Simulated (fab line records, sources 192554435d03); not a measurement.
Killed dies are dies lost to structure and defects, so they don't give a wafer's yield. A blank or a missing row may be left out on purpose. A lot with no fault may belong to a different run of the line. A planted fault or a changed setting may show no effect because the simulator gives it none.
fab line records -- flow n5Finfet
[record] lots = 7, wafers = 21
route steps=1938 shown BEOL_M8@1359 BEOL_M9@1439 BEOL_M11@1546 BEOL_M13@1685
startH: the number of hours between the record's first day and the start of the first shown wafer of the lot -- waitH: hours elapsed since this lot's preceding step -- " identical to the entry in the row above -- L1.1+2: several wafers, shown together as one row -- - either no value or no given start -- * or withheld: withheld -- < > ~ a bound
route shown NAME@n: a module of which the file shows steps, and the number in the route of the first -- usual: average and standard deviation across the fault-free wafers -- same: alike in all rows -- chamber/n: place in a boat -- sites: the reading at each site -- _std_site: standard deviation of those values -- _edge_site: inner sites' mean taken away from outer sites' mean -- radiusMm: for every site, how far away it sits from the centre of the wafer -- mask NAME#n: copy n -- behind: the last tool/chamber to shape the wafer -- hold: cause of the lot's hold/its duration in hours/its outcome -- device: names the non-switching transistor (n, p or np) -- end of line: tests of these same wafers at the route's end -- for a step that has no rows: nothing shown but its recipe -- killed: count of dies lost to structure and defects at first sort (not the wafer's yield) -- map: a wafer's dies, x killed, . not, _ none there
set.NAME: setting as actually run; set.NAME@STEP: the setting as run at that earlier step -- model.NAME: the simulator's own value behind a step, which no gauge read
lots with deliberately changed settings; one table per step, one row per wafer
[[steps]]
[step N5_BEOL_M8_COAT_22]
[recipe] resist = CAR-EUV, spinRpm = 1500, resistThkNm = 30
lot.wafer,tool,chamber,startH,waitH,set.spinRpm,model.CAR-EUV_of_BEOL_M8_COAT_22.thkNm
L077.1,lithoTrack-04,0,-,-,1647,28.6
L077.2,lithoTrack-04,0,-,-,1500,30
L077.6,lithoTrack-04,0,-,-,1500,30.2
L076.1,lithoTrack-02,0,-,-,1500,30
L076.3+5,lithoTrack-02,0,-,-,1563,29.4
L082.2+3+5,lithoTrack-02,0,-,-,1500,30
L079.4+6,lithoTrack-04,0,-,-,1500,30
L079.5,lithoTrack-04,0,-,-,1545,29.8
L081.1+5+6,lithoTrack-02,0,-,-,1500,30.2
L087.1+2+4,lithoTrack-04,0,-,-,1500,30
L086.1,lithoTrack-05,0,-,-,1500,30
L086.2+4,lithoTrack-05,0,-,-,1659,28.6
[step N5_BEOL_M8_EBR_24]
[recipe] solvent = PGMEA, ebrWidthMm = 1.5
[step N5_BEOL_M8_SOFTBAKE_23]
[recipe] tempC = 110, timeS = 60, resist = CAR-EUV
[step N5_BEOL_M8_DESCUM_33]
[recipe] chemistry = O2, timeS = 7, sourcePowerW = 50, biasPowerW = 20, pressureMtorr = 20, rfFrequencyHz = 2.712e+07, tempC = 40, resist = CAR-EUV, o2FlowSccm = 225
lot.wafer,tool,chamber,startH,waitH,set.spinRpm@BEOL_M8_COAT_22,model.CAR-EUV_of_BEOL_M8_COAT_22.thkNm
L077.1,rieDiel-02,2,219.75,0.6,1647,24.8
L077.2,rieDiel-02,3,219.75,0.6,1500,26
L077.6,rieDiel-02,3,219.75,0.6,1500,26.2
L076.1,rieDiel-01,1,219.78,0.5,1500,26
L076.3+5,rieDiel-01,3,219.78,0.5,1563,25.4
L082.2+3+5,rieDiel-02,"3,1,1",263.27,0.0,1500,26.2
L079.4,rieDiel-01,1,263.49,0.1,1500,26.2
L079.5,rieDiel-01,3,263.49,0.1,1545,25.8
L079.6,rieDiel-01,0,263.49,0.1,1500,26
L081.1,rieDiel-02,3,265.72,0.0,1500,26.4
L081.5+6,rieDiel-02,"0,1",265.72,0.0,1500,26.2
L087.1+2+4,rieDiel-06,"1,0,2",301.92,0.0,1500,26.2
L086.1,rieDiel-02,0,302.16,0.1,1500,26
L086.2,rieDiel-02,2,302.16,0.1,1659,24.8
L086.4,rieDiel-02,3,302.16,0.1,1659,24.6
[step N5_BEOL_M9_ETCH_65]
[recipe] chemistry = CF4, target = SiARC, targetDepthA = 156, maskMaterial = CAR-EUV, timeS = 26, ionEnergyEv = 80, pressureMtorr = 40, sourceW = 545, biasW = 36, Ar_flow_sccm = 100, cf4FlowSccm = 100, ends = cleared
[usual] rfVppV = 184.4/1.2
lot.wafer,tool,chamber,startH,waitH,set.biasW,rfVppV
L076.1,rieDiel-05,1,225.90,0.0,36,184.9
L076.3,rieDiel-05,3,225.90,0.0,36,182.2
L076.5,rieDiel-05,1,225.90,0.0,36,186.8
L077.1,rieDiel-05,1,228.86,0.0,34.01,179.2
L077.2,rieDiel-05,2,228.86,0.0,34.01,178.6
L077.6,rieDiel-05,3,228.86,0.0,34.01,177.5
L079.4,rieDiel-04,3,273.37,0.0,32.27,171.8
L079.5,rieDiel-04,0,273.37,0.0,32.27,171.8
L079.6,rieDiel-04,1,273.37,0.0,32.27,172.1
L082.2,rieDiel-05,3,273.70,0.0,36,182.5
L082.3,rieDiel-05,0,273.70,0.0,36,185.5
L082.5,rieDiel-05,1,273.70,0.0,36,185.4
L081.1,rieDiel-03,0,275.27,0.0,36,183.4
L081.5,rieDiel-03,1,275.27,0.0,36,184.3
L081.6,rieDiel-03,2,275.27,0.0,36,184.6
L087.1,rieDiel-04,2,307.87,0.0,36,181.8
L087.2,rieDiel-04,3,307.87,0.0,36,185.6
L087.4,rieDiel-04,0,307.87,0.0,31.99,169.4
L086.1,rieDiel-05,1,309.68,0.0,30.11,164.4
L086.2,rieDiel-05,2,309.68,0.0,36,184.8
L086.4,rieDiel-05,3,309.68,0.0,30.11,164.4
[step N5_BEOL_M9_ETCH_66]
[recipe] chemistry = N2/H2, target = SOC, targetDepthA = 800, overetchA = 160, maskMaterial = SiARC, tempC = 40, timeS = 120, ionEnergyEv = 200, pressureMtorr = 30, sourceW = 840, biasW = 150, n2FlowSccm = 200, h2FlowSccm = 200
lot.wafer,tool,chamber,startH,waitH,set.timeS,model.SiARC_of_BEOL_M9_COAT_64.thkNm
L076.1,rieDiel-05,1,225.93,0.0,109.6,6.6
L076.3,rieDiel-05,3,225.93,0.0,109.6,7
L076.5,rieDiel-05,1,225.93,0.0,120,6.2
L077.1+2,rieDiel-05,"1,2",228.89,0.0,130.4,5.8
L077.6,rieDiel-05,3,228.89,0.0,120,6.6
L079.4+5+6,rieDiel-04,"3,0,1",273.40,0.0,120,6.4
L082.2,rieDiel-05,3,273.73,0.0,120,6.4
L082.3,rieDiel-05,0,273.73,0.0,120,6.6
L082.5,rieDiel-05,1,273.73,0.0,120,6.2
L081.1,rieDiel-03,0,275.30,0.0,106.4,7
L081.5,rieDiel-03,1,275.30,0.0,106.4,7.2
L081.6,rieDiel-03,2,275.30,0.0,120,6
L087.1+2,rieDiel-04,"2,3",307.90,0.0,120,6.4
L087.4,rieDiel-04,0,307.90,0.0,111.1,6.8
L086.1,rieDiel-05,1,309.71,0.0,120,6.2
L086.2,rieDiel-05,2,309.71,0.0,120,6.4
L086.4,rieDiel-05,3,309.71,0.0,99.95,7.4
[step N5_BEOL_M11_EXPOSE_08]
[recipe] maskId = M11, na = 1.35, sourceShape = dipole, sigmaInner = 0.411, sigmaOuter = 0.611, polarization = te, doseMj = 53.75
lot.wafer,tool,chamber,startH,waitH,mask,set.doseMj
L077.1+2+6,arfiScanner-02,0,244.21,-,M11#0,53.75
L076.1+3+5,arfiScanner-03,0,244.44,-,M11#0,53.75
L082.2+3+5,arfiScanner-03,0,287.47,-,M11#0,53.75
L079.4+6,arfiScanner-02,0,287.65,-,M11#0,53.75
L079.5,arfiScanner-02,0,287.65,-,M11#0,51.98
L081.1+5,arfiScanner-03,0,287.79,-,M11#0,53.75
L081.6,arfiScanner-03,0,287.79,-,M11#0,55.49
L087.1+4,arfiScanner-02,0,320.00,-,M11#0,53.75
L087.2,arfiScanner-02,0,320.00,-,M11#0,51.77
L086.1,arfiScanner-02,0,324.47,-,M11#0,50.99
L086.2+4,arfiScanner-02,0,324.47,-,M11#0,53.75
[step N5_BEOL_M11_PEB_09]
[recipe] pebTempC = withheld, pebTimeS = 60, resist = CAR-ArF
[step N5_BEOL_M11_DEVELOP_10]
[recipe] developTimeS = 30, developer = TMAH, resist = CAR-ArF, rinseLiquid = diw, dry = airSpin, devTempC = 23
[step N5_BEOL_M11_CD_MEAS_11]
[recipe] targetCdNm = 64.1, landingEnergyEv = 500, detector = seInlens, polarity = opening
[usual] cdNm = 64.1/0.51
lot.wafer,tool,chamber,startH,waitH,set.doseMj@BEOL_M11_EXPOSE_08,cdNm
L077.1,cdSem-01,0,244.34,-,53.75,64.7
L077.2,cdSem-01,0,244.34,-,53.75,65.2
L077.6,cdSem-01,0,244.34,-,53.75,64.7
L076.1,cdSem-03,0,244.56,-,53.75,64.2
L076.3,cdSem-03,0,244.56,-,53.75,64.9
L076.5,cdSem-03,0,244.56,-,53.75,63.8
L082.2,cdSem-02,0,287.59,-,53.75,63.6
L082.3,cdSem-02,0,287.59,-,53.75,64.2
L082.5,cdSem-02,0,287.59,-,53.75,63.3
L079.4,cdSem-02,0,287.76,-,53.75,63.8
L079.5,cdSem-02,0,287.76,-,51.98,63.1
L079.6,cdSem-02,0,287.76,-,53.75,64.1
L081.1,cdSem-02,0,287.92,-,53.75,62.9
L081.5,cdSem-02,0,287.92,-,53.75,63.7
L081.6,cdSem-02,0,287.92,-,55.49,65.6
L087.1,cdSem-01,0,320.13,-,53.75,65.2
L087.2,cdSem-01,0,320.13,-,51.77,62.7
L087.4,cdSem-01,0,320.13,-,53.75,64.5
L086.1,cdSem-03,0,324.59,-,50.99,61.6
L086.2,cdSem-03,0,324.59,-,53.75,64.5
L086.4,cdSem-03,0,324.59,-,53.75,64.8
[step N5_BEOL_M11_DESCUM_16]
[recipe] chemistry = O2, timeS = 7.9, sourcePowerW = 50, biasPowerW = 20, pressureMtorr = 20, rfFrequencyHz = 2.712e+07, tempC = 40, resist = CAR-ArF, o2FlowSccm = 225
[step N5_BEOL_M11_ETCH_61]
[recipe] chemistry = CF4, target = SiARC, targetDepthA = 390, maskMaterial = CAR-ArF, timeS = 65, ionEnergyEv = 80, pressureMtorr = 40, sourceW = 545, biasW = 36, Ar_flow_sccm = 100, cf4FlowSccm = 100, ends = cleared
lot.wafer,tool,chamber,startH,waitH,set.doseMj@BEOL_M11_EXPOSE_08,model.BEOL_M11.cdOffsetNm
L077.1,rieDiel-03,0,244.56,0.0,53.75,0.6
L077.2+6,rieDiel-03,"2,0",244.56,0.0,53.75,0.8
L076.1,rieDiel-04,0,244.69,0.0,53.75,0.2
L076.3,rieDiel-04,1,244.69,0.0,53.75,0.6
L076.5,rieDiel-04,3,244.69,0.0,53.75,-0.4
L082.2+3,rieDiel-03,"2,0",287.72,0.0,53.75,-0.2
L082.5,rieDiel-03,3,287.72,0.0,53.75,-1
L079.4,rieDiel-05,1,287.88,0.0,53.75,-0.4
L079.5,rieDiel-05,0,287.88,0.0,51.98,-0.8
L079.6,rieDiel-05,1,287.88,0.0,53.75,-0.2
L081.1,rieDiel-03,1,288.05,0.0,53.75,-0.8
L081.5,rieDiel-03,2,288.05,0.0,53.75,-0.4
L081.6,rieDiel-03,3,288.05,0.0,55.49,1.2
L087.1,rieDiel-04,1,320.25,0.0,53.75,0.8
L087.2,rieDiel-04,2,320.25,0.0,51.77,-1.6
L087.4,rieDiel-04,1,320.25,0.0,53.75,0.2
L086.1,rieDiel-05,3,325.63,0.0,50.99,-2.2
L086.2,rieDiel-05,1,325.63,0.0,53.75,0.6
L086.4,rieDiel-05,0,325.63,0.0,53.75,1.2
[step N5_BEOL_M11_ETCH_62]
[recipe] chemistry = N2/H2, target = SOC, targetDepthA = 1100, overetchA = 220, maskMaterial = SiARC, tempC = 40, timeS = 165, ionEnergyEv = 200, pressureMtorr = 30, sourceW = 840, biasW = 150, n2FlowSccm = 200, h2FlowSccm = 200
lot.wafer,tool,chamber,startH,waitH,set.timeS,set.doseMj@BEOL_M11_EXPOSE_08,model.BEOL_M11.cdOffsetNm
L077.1,rieDiel-03,0,244.61,0.0,155.2,53.75,0.2
L077.2,rieDiel-03,2,244.61,0.0,165,53.75,0.8
L077.6,rieDiel-03,0,244.61,0.0,155.2,53.75,0.4
L076.1,rieDiel-04,0,244.74,0.0,165,53.75,0.2
L076.3,rieDiel-04,1,244.74,0.0,165,53.75,0.6
L076.5,rieDiel-04,3,244.74,0.0,165,53.75,-0.4
L082.2,rieDiel-03,2,287.77,0.0,165,53.75,0
L082.3,rieDiel-03,0,287.77,0.0,165,53.75,-0.4
L082.5,rieDiel-03,3,287.77,0.0,165,53.75,-0.8
L079.4,rieDiel-05,1,287.93,0.0,143,53.75,-0.8
L079.5,rieDiel-05,0,287.93,0.0,143,51.98,-1
L079.6,rieDiel-05,1,287.93,0.0,165,53.75,-0.4
L081.1,rieDiel-03,1,288.10,0.0,165,53.75,-0.8
L081.5,rieDiel-03,2,288.10,0.0,131.4,53.75,-0.6
L081.6,rieDiel-03,3,288.10,0.0,131.4,55.49,0.8
L087.1,rieDiel-04,1,320.30,0.0,165,53.75,0.4
L087.2,rieDiel-04,2,320.30,0.0,165,51.77,-1.6
L087.4,rieDiel-04,1,320.30,0.0,165,53.75,-0.2
L086.1,rieDiel-05,3,325.68,0.0,165,50.99,-2
L086.2,rieDiel-05,1,325.68,0.0,165,53.75,0.6
L086.4,rieDiel-05,0,325.68,0.0,165,53.75,1.4
[step N5_BEOL_M11_STRIP_68]
[recipe] chemistry = N2/H2, tempC = 40, n2FlowSccm = 200, h2FlowSccm = 200, rfFrequencyHz = 6e+07
[step N5_BEOL_M11_STRIP_67]
[recipe] chemistry = CF4, resist = SiARC, powerW = 300, biasPowerW = 75, pressureMtorr = 50, cf4FlowSccm = 150, rfFrequencyHz = 6e+07
[step N5_BEOL_M11_HM_OPEN_17]
[recipe] chemistry = Cl2/BCl3, targetDepthA = 200, overetchA = 60, target = TiN, maskMaterial = SOC, ionEnergyEv = 150, pressureMtorr = 10, icpW = 1000, biasW = 126, Cl2_flow_sccm = 53.25, bcl3FlowSccm = 21.75, Ar_flow_sccm = 25
lot.wafer,tool,chamber,startH,waitH,set.doseMj@BEOL_M11_EXPOSE_08,model.BEOL_M11.cdOffsetNm
L077.1,rieMetal-02,1,244.80,0.0,53.75,0.4
L077.2,rieMetal-02,0,244.80,0.0,53.75,1
L077.6,rieMetal-02,0,244.80,0.0,53.75,0.6
L076.1,rieMetal-03,0,244.92,0.0,53.75,0.2
L076.3,rieMetal-03,0,244.92,0.0,53.75,0.6
L076.5,rieMetal-03,0,244.92,0.0,53.75,-0.4
L082.2,rieMetal-03,1,287.96,0.0,53.75,0
L082.3,rieMetal-03,1,287.96,0.0,53.75,-0.6
L082.5,rieMetal-03,1,287.96,0.0,53.75,-0.8
L079.4,rieMetal-03,1,288.15,0.1,53.75,-0.8
L079.5,rieMetal-03,0,288.15,0.1,51.98,-1
L079.6,rieMetal-03,1,288.15,0.1,53.75,-0.4
L081.1+5,rieMetal-03,0,288.29,0.0,53.75,-0.8
L081.6,rieMetal-03,1,288.29,0.0,55.49,0.8
L087.1,rieMetal-03,1,320.49,0.0,53.75,0.4
L087.2,rieMetal-03,0,320.49,0.0,51.77,-1.6
L087.4,rieMetal-03,1,320.49,0.0,53.75,-0.2
L086.1,rieMetal-01,1,326.00,0.2,50.99,-2
L086.2,rieMetal-01,0,326.00,0.2,53.75,0.8
L086.4,rieMetal-01,1,326.00,0.2,53.75,1.4
[step N5_BEOL_M11_STRIP_19]
[recipe] chemistry = O2, powerW = 400, tempC = 40, pressureMtorr = 30, rfFrequencyHz = 6e+07, biasPowerW = 0, overashFraction = 0.2, o2FlowSccm = 225
[step N5_BEOL_M11_CD_MEAS_18]
[recipe] pitchNm = 140, targetCdNm = 70
[usual] cdNm = 70.0/0.61
lot.wafer,tool,chamber,startH,waitH,set.doseMj@BEOL_M11_EXPOSE_08,cdNm
L077.1,cdSem-01,-,244.98,0.1,53.75,70.3
L077.2,cdSem-01,-,244.98,0.1,53.75,70.9
L077.6,cdSem-01,-,244.98,0.1,53.75,70.8
L076.1,cdSem-02,-,245.19,0.0,53.75,70.2
L076.3,cdSem-02,-,245.19,0.0,53.75,70.7
L076.5,cdSem-02,-,245.19,0.0,53.75,69.7
L082.2,cdSem-03,-,288.24,0.1,53.75,69.8
L082.3,cdSem-03,-,288.24,0.1,53.75,69.4
L082.5,cdSem-03,-,288.24,0.1,53.75,69.3
L079.4,cdSem-02,-,288.30,0.1,53.75,69.0
L079.5,cdSem-02,-,288.30,0.1,51.98,69.2
L079.6,cdSem-02,-,288.30,0.1,53.75,69.8
L081.1,cdSem-03,-,288.49,0.1,53.75,69.1
L081.5,cdSem-03,-,288.49,0.1,53.75,69.3
L081.6,cdSem-03,-,288.49,0.1,55.49,70.9
L087.1,cdSem-02,-,320.79,0.0,53.75,70.3
L087.2,cdSem-02,-,320.79,0.0,51.77,68.3
L087.4,cdSem-02,-,320.79,0.0,53.75,69.5
L086.1,cdSem-03,-,326.19,0.0,50.99,68.0
L086.2,cdSem-03,-,326.19,0.0,53.75,71.0
L086.4,cdSem-03,-,326.19,0.0,53.75,71.5
[step N5_BEOL_M11_VIA_ETCH_34]
[recipe] chemistry = C4F6/O2, target = SiCOH_lowk, targetDepthA = 1845, maskMaterial = SOC, taperDeg = 4, timeS = 69.2, ionEnergyEv = 250, pressureMtorr = 30, sourceW = 345, biasW = 185, Ar_flow_sccm = 300, C4F6_flow_sccm = 10, O2_flow_sccm = 10
lot.wafer,tool,chamber,startH,waitH,set.timeS,model.etch.depthNm,model.SOC_of_BEOL_M11_COAT_63.thkNm
L076.1,rieDiel-04,0,247.27,0.0,56.61,152,93.4
L076.3,rieDiel-04,1,247.27,0.0,69.2,181.9,92.2
L076.5,rieDiel-04,2,247.27,0.0,56.61,150.6,93.6
L077.1,rieDiel-05,2,247.44,0.0,54.93,149.4,93.6
L077.2,rieDiel-05,0,247.44,0.0,69.2,184.5,92
L077.6,rieDiel-05,2,247.44,0.0,69.2,187.7,92
L082.2,rieDiel-04,1,292.75,0.0,69.2,180.5,92.6
L082.3,rieDiel-04,0,292.75,0.0,69.2,184.9,92
L082.5,rieDiel-04,0,292.75,0.0,69.2,184.6,91.8
L079.4,rieDiel-04,2,293.25,0.0,59.69,159.5,92.8
L079.5,rieDiel-04,2,293.25,0.0,59.69,157.6,93
L079.6,rieDiel-04,1,293.25,0.0,59.69,156.2,93.2
L081.1,rieDiel-03,0,293.41,0.0,69.2,182.3,92
L081.5,rieDiel-03,1,293.41,0.0,69.2,180.2,92
L081.6,rieDiel-03,0,293.41,0.0,69.2,180.7,92.2
L087.1,rieDiel-03,3,323.41,0.0,69.2,186.1,92
L087.2,rieDiel-03,1,323.41,0.0,81.06,209,90.6
L087.4,rieDiel-03,0,323.41,0.0,69.2,180.6,91.8
L086.1,rieDiel-04,2,327.00,0.0,82.24,215.4,91
L086.2,rieDiel-04,3,327.00,0.0,69.2,180.3,92.6
L086.4,rieDiel-04,0,327.00,0.0,69.2,183,92
[step N5_BEOL_M11_ETCH_41]
[recipe] chemistry = CH3F/O2, target = SiCN, targetDepthA = 426, taperDeg = 2, timeS = 86, ionEnergyEv = 120, maskMaterial = TiN, pressureMtorr = 30, sourceW = 395, biasW = 75, Ar_flow_sccm = 150, CH3F_flow_sccm = 30, O2_flow_sccm = 20
lot.wafer,tool,chamber,startH,waitH,set.timeS,model.etch.depthNm
L076.1,rieDiel-04,0,-,-,86,32.83
L076.3,rieDiel-04,1,-,-,86,32.1
L076.5,rieDiel-04,2,-,-,86,32.47
L077.1,rieDiel-05,2,-,-,86,33.58
L077.2,rieDiel-05,0,-,-,91.25,34.52
L077.6,rieDiel-05,2,-,-,86,33.46
L082.2,rieDiel-04,1,-,-,86,32.05
L082.3,rieDiel-04,0,-,-,86,32.3
L082.5,rieDiel-04,0,-,-,86,32.43
L079.4,rieDiel-04,2,-,-,86,32.47
L079.5,rieDiel-04,2,-,-,86,32.3
L079.6,rieDiel-04,1,-,-,86,31.99
L081.1,rieDiel-03,0,-,-,86,32.47
L081.5,rieDiel-03,1,-,-,69.93,25.95
L081.6,rieDiel-03,0,-,-,86,32.56
L087.1,rieDiel-03,3,-,-,86,33.19
L087.2,rieDiel-03,1,-,-,86,31.98
L087.4,rieDiel-03,0,-,-,86,32.85
L086.1,rieDiel-04,2,-,-,74.08,27.61
L086.2,rieDiel-04,3,-,-,74.08,27.45
L086.4,rieDiel-04,0,-,-,86,32.42
[step N5_BEOL_M11_STRIP_77]
[recipe] chemistry = N2/H2, timeS = 10, powerW = 450, tempC = 40, pressureMtorr = 20, rfFrequencyHz = 6e+07, biasPowerW = 7, n2FlowSccm = 200, h2FlowSccm = 200
[step N5_BEOL_M11_PRECLEAN_42]
[recipe] chemistry = residueRemover, timeS = 60, tempC = 40
[step N5_BEOL_M11_SRD_43]
[recipe] timeS = 30, tempC = 23, rinseLiquid = diw, dry = ipaMarangoni
[step N5_BEOL_M11_CD_MEAS_35]
[recipe] targetCdNm = 70, polarity = opening
[usual] cdNm = 70.0/0.6
lot.wafer,tool,chamber,startH,waitH,set.doseMj@BEOL_M11_EXPOSE_08,cdNm
L076.1,cdSem-01,-,247.70,0.0,53.75,70.2
L076.3,cdSem-01,-,247.70,0.0,53.75,70.4
L076.5,cdSem-01,-,247.70,0.0,53.75,69.6
L077.1,cdSem-01,-,247.88,0.0,53.75,70.2
L077.2,cdSem-01,-,247.88,0.0,53.75,71.1
L077.6,cdSem-01,-,247.88,0.0,53.75,70.6
L082.2,cdSem-03,-,293.18,0.0,53.75,69.5
L082.3,cdSem-03,-,293.18,0.0,53.75,69.4
L082.5,cdSem-03,-,293.18,0.0,53.75,69.0
L079.4,cdSem-01,-,293.70,0.0,53.75,69.0
L079.5,cdSem-01,-,293.70,0.0,51.98,68.8
L079.6,cdSem-01,-,293.70,0.0,53.75,70.0
L081.1,cdSem-02,-,293.85,0.0,53.75,69.5
L081.5,cdSem-02,-,293.85,0.0,53.75,69.1
L081.6,cdSem-02,-,293.85,0.0,55.49,70.8
L087.1,cdSem-03,-,323.85,0.0,53.75,70.6
L087.2,cdSem-03,-,323.85,0.0,51.77,68.2
L087.4,cdSem-03,-,323.85,0.0,53.75,70.2
L086.1,cdSem-01,-,327.44,0.0,50.99,67.7
L086.2,cdSem-01,-,327.44,0.0,53.75,70.4
L086.4,cdSem-01,-,327.44,0.0,53.75,71.2
[step N5_BEOL_M13_EXPOSE_25]
[recipe] maskId = M13, na = 0.93, sourceShape = conventional, sigmaOuter = 0.4, polarization = unpolarized, targetCdNm = 210, doseMj = 22
lot.wafer,tool,chamber,startH,waitH,mask,set.doseMj
L076.1+3,krfScanner-02,0,257.32,-,M13#0,22
L076.5,krfScanner-02,0,257.32,-,M13#0,21.39
L077.1+2+6,krfScanner-01,0,257.77,-,M13#0,22
L082.2+3+5,krfScanner-01,0,300.88,-,M13#0,22
L079.4+6,krfScanner-02,0,301.99,-,M13#0,20.98
L079.5,krfScanner-02,0,301.99,-,M13#0,22
L081.1+5,krfScanner-01,0,304.11,-,M13#0,22
L081.6,krfScanner-01,0,304.11,-,M13#0,21.55
L087.1+2,krfScanner-02,0,335.65,-,M13#0,21.01
L087.4,krfScanner-02,0,335.65,-,M13#0,22
L086.1+2+4,krfScanner-02,0,336.94,-,M13#0,22
[[key]]
[split] step = N5_BEOL_M8_COAT_22, setting = spinRpm, stated = 1500, by = wafer
[response] step = N5_BEOL_M8_COAT_22, reading = model.CAR-EUV_of_BEOL_M8_COAT_22.thkNm, change = -0.139, per = 1%, r = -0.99
[response] step = N5_BEOL_M8_DESCUM_33, reading = model.CAR-EUV_of_BEOL_M8_COAT_22.thkNm, change = -0.127, per = 1%, r = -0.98
[split] step = N5_BEOL_M9_ETCH_65, setting = biasW, stated = 36, by = wafer
[response] step = N5_BEOL_M9_ETCH_65, reading = rfVppV, change = +1.26, per = 1%, r = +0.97
[split] step = N5_BEOL_M9_ETCH_66, setting = timeS, stated = 120, by = wafer
[response] step = N5_BEOL_M9_ETCH_66, reading = model.SiARC_of_BEOL_M9_COAT_64.thkNm, change = -0.075, per = 1%, r = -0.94
[split] step = N5_BEOL_M11_EXPOSE_08, setting = doseMj, stated = 53.75, by = wafer
[response] step = N5_BEOL_M11_CD_MEAS_11, reading = cdNm, change = +0.551, per = 1%, r = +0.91
[response] step = N5_BEOL_M11_ETCH_61, reading = model.BEOL_M11.cdOffsetNm, change = +0.508, per = 1%, r = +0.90
[response] step = N5_BEOL_M11_ETCH_62, reading = model.BEOL_M11.cdOffsetNm, change = +0.454, per = 1%, r = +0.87
[response] step = N5_BEOL_M11_HM_OPEN_17, reading = model.BEOL_M11.cdOffsetNm, change = +0.468, per = 1%, r = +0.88
[response] step = N5_BEOL_M11_CD_MEAS_18, reading = cdNm, change = +0.469, per = 1%, r = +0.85
[response] step = N5_BEOL_M11_CD_MEAS_35, reading = cdNm, change = +0.508, per = 1%, r = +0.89
[split] step = N5_BEOL_M11_ETCH_62, setting = timeS, stated = 165, by = wafer
response none clear
[split] step = N5_BEOL_M11_VIA_ETCH_34, setting = timeS, stated = 69.2, by = wafer
[response] step = N5_BEOL_M11_VIA_ETCH_34, reading = model.etch.depthNm, change = +1.7, per = 1%, r = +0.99
[response] step = N5_BEOL_M11_VIA_ETCH_34, reading = model.SOC_of_BEOL_M11_COAT_63.thkNm, change = -0.0736, per = 1%, r = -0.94
[split] step = N5_BEOL_M11_ETCH_41, setting = timeS, stated = 86, by = wafer
[response] step = N5_BEOL_M11_ETCH_41, reading = model.etch.depthNm, change = +0.34, per = 1%, r = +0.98
[split] step = N5_BEOL_M13_EXPOSE_25, setting = doseMj, stated = 22, by = wafer
response none in this file
